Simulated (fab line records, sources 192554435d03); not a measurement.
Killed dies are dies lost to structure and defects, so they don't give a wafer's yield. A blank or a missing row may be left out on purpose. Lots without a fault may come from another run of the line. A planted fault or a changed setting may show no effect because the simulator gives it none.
Chamber matching | flow n5_finfet | N5_BEOL_M2_STRIP_36 on rie_diel-02: 4 sister chambers
The step strips in N2/H2. 8 wafers are shown with their chamber, then 8 later ones without.

WAFERS WITH THEIR CHAMBER
wafer  | chamber | showerhead_plenum_p_Torr (Torr) | drypump_motor_current_A (A)
L085.1 | 2       | 2.65                            | 6.4
L087.2 | 2       | 2.65                            | 6.3
L087.3 | 1       | 2.68                            | 5.0
L087.4 | 0       | 2.55                            | 4.9
L088.3 | 0       | 2.55                            | 4.9
L088.4 | 1       | 2.68                            | 5.0
L088.5 | 3       | 2.56                            | 5.2
L091.1 | 3       | 2.55                            | 5.2

WAFERS WITHOUT THEIR CHAMBER
wafer  | showerhead_plenum_p_Torr (Torr) | drypump_motor_current_A (A)
L091.5 | 2.65                            | 6.3
L091.6 | 2.68                            | 5.0
L092.1 | 2.65                            | 6.3
L092.3 | 2.55                            | 5.2
L092.4 | 2.54                            | 4.9
L097.2 | 2.64                            | 6.4
L097.5 | 2.67                            | 5.0
L097.6 | 2.64                            | 6.4

WHICH CHAMBER EACH WENT THROUGH
wafer  | from the rows above | in truth
L091.5 | 2                   | 2
L091.6 | 1                   | 1
L092.1 | 2                   | 2
L092.3 | 3                   | 3
L092.4 | 0                   | 0
L097.2 | 2                   | 2
L097.5 | 1                   | 1
L097.6 | 2                   | 2
Placed correctly: 8 of 8. Can't be placed from these rows: 0. Placed wrongly: 0.
How it was worked out, from the rows above alone: a wafer's distance from a chamber is the root of the sum, over the readings, of the square of ((its reading less the chamber's mean) divided by the reading's scatter). The wafer belongs to the nearest chamber; if the next one is less than 2 further off, it can't be placed. A chamber's mean is the mean of its shown wafers. The scatter: the root of (the sum of the squares of (reading less its chamber's mean) over the shown wafers, divided by (wafers less chambers)).
